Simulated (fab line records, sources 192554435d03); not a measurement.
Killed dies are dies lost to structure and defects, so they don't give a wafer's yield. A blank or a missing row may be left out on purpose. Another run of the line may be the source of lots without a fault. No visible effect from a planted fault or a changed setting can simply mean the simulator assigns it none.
Which tool is to blame? ; flow n5-finfet ; 11 lots, 33 wafers sampled, at 3 steps of a route of 1938

== WHAT THE GAUGES READ, wafer by wafer ==
N5_BEOL_M11_THK_MEAS_53: measures by xrf.
lot;measured;on;M11_THK (nm)
L846;day 11 22:28;film-metro-01;142 144 143
L849;day 12 19:33;film-metro-02;146 140 141
L843;day 12 21:38;film-metro-01;141 142 137
L853;day 13 14:16;film-metro-02;138 139 135
L852;day 13 14:31;film-metro-02;147 141 142
L859;day 15 23:05;film-metro-02;149 138 138
L861;day 15 23:38;film-metro-01;145 131 131
L862;day 16 17:16;film-metro-02;137 137 137
L863;day 17 02:46;film-metro-01;140 137 138
L864;day 17 02:52;film-metro-01;137 146 140
L865;day 17 09:44;film-metro-02;138 136 133

N5_BEOL_M12_CD_MEAS_10 targets a cd of 140 nm.
lot;measured;on;cd-nm (nm)
L846;day 11 23:05;cd-sem-01;144.3 144.5 146.4
L849;day 12 20:20;cd-sem-01;141.2 142.9 141.0
L843;day 12 22:23;cd-sem-03;142.1 141.5 141.2
L853;day 13 14:53;cd-sem-02;145.0 141.9 141.0
L852;day 13 15:08;cd-sem-03;143.5 141.0 143.0
L859;day 15 23:43;cd-sem-01;140.7 140.8 144.8
L861;day 16 00:24;cd-sem-02;141.9 145.7 141.5
L862;day 16 18:01;cd-sem-02;139.1 140.9 138.5
L863;day 17 03:31;cd-sem-01;144.2 143.3 142.9
L864;day 17 03:35;cd-sem-01;140.6 137.3 141.4
L865;day 17 10:22;cd-sem-01;142.8 141.9 142.7

== WHAT TOOL EACH LOT RAN ON (gives the tool, then ch and the chambers of the sampled wafers, and finally the start) ==
lot;N5_BEOL_M11_CMP_52
L846;cmp-04 ch 0,3, day 11 22:10
L849;cmp-04 ch 1,2, day 12 19:17
L843;cmp-01 ch 0,2,3, day 12 21:25
L853;cmp-02 ch 0,1,2, day 13 13:59
L852;cmp-01 ch 0,1,3, day 13 14:13
L859;cmp-04 ch 0,2,3, day 15 22:50
L861;cmp-04 ch 1,2,3, day 15 23:24
L862;cmp-02 ch 0,1,2, day 16 16:58
L863;cmp-04 ch 0,1,2, day 17 02:31
L864;cmp-02 ch 0,1,3, day 17 02:34
L865;cmp-02 ch 1,2,3, day 17 09:26
- N5_BEOL_M11_CMP_52: polishes, stops on SiCOH lowk, t overpolish 7 s, target thk 140 nm.

== WHAT THE TOOLS THEMSELVES READ (means of the sampled wafers that have a number; where no wafer has one, the mark that the record gives instead) ==
N5_BEOL_M11_CMP_52.
lot;tool;barrier-field-endpoint-s (s);clearing-platen-down-force-psi (psi);head-pressure-psi (psi);motor-current-A (A);overpolish-run-s (s);time-to-endpoint-s (s)
L846;cmp-04;30.2;1.496;1.0004;6.3;7.000;66
L849;cmp-04;29.7;1.502;1.0020;6.5;6.999;68
L843;cmp-01;29.4;1.500;1.0009;6.1;6.995;64
L853;cmp-02;28.3;1.501;1.0015;6.0;7.000;64
L852;cmp-01;28.1;1.499;0.9999;6.3;6.996;63
L859;cmp-04;30.3;1.497;0.9998;6.6;7.007;69
L861;cmp-04;30.2;1.500;0.9982;6.1;7.001;68
L862;cmp-02;28.1;1.499;1.0003;6.1;7.002;65
L863;cmp-04;28.9;1.502;1.0018;6.8;7.001;69
L864;cmp-02;28.3;1.501;1.0008;6.1;7.009;63
L865;cmp-02;27.8;1.498;0.9980;5.8;6.997;63

== THE ANSWER, worked out from the rows above alone ==
Rule: what is usual is taken from the lots themselves. The widest of any qualifying gaps counts: lots, ordered by their means at a reading, are off when they make up no more than a third of the lots, leave a main group of 4 or more, and stand apart from it by 3 or more times the standard deviation of that group's means. A main group is skipped when, at the precision printed for the reading in the tables above, its means are all equal. A lot without any number at a reading at which 4 lots or more have one is off too. All remaining lots with rows at the step are treated as sound. First the gauges in route order, then the tools' own readings, where a lot's mean is used as printed above. At the first step where some lot is off, the reading lying furthest off is the one used; lots without a number count as furthest.
No lot is off at any reading shown: from this, nothing can be told.

== WHAT THE SIMULATOR PUT IN ==
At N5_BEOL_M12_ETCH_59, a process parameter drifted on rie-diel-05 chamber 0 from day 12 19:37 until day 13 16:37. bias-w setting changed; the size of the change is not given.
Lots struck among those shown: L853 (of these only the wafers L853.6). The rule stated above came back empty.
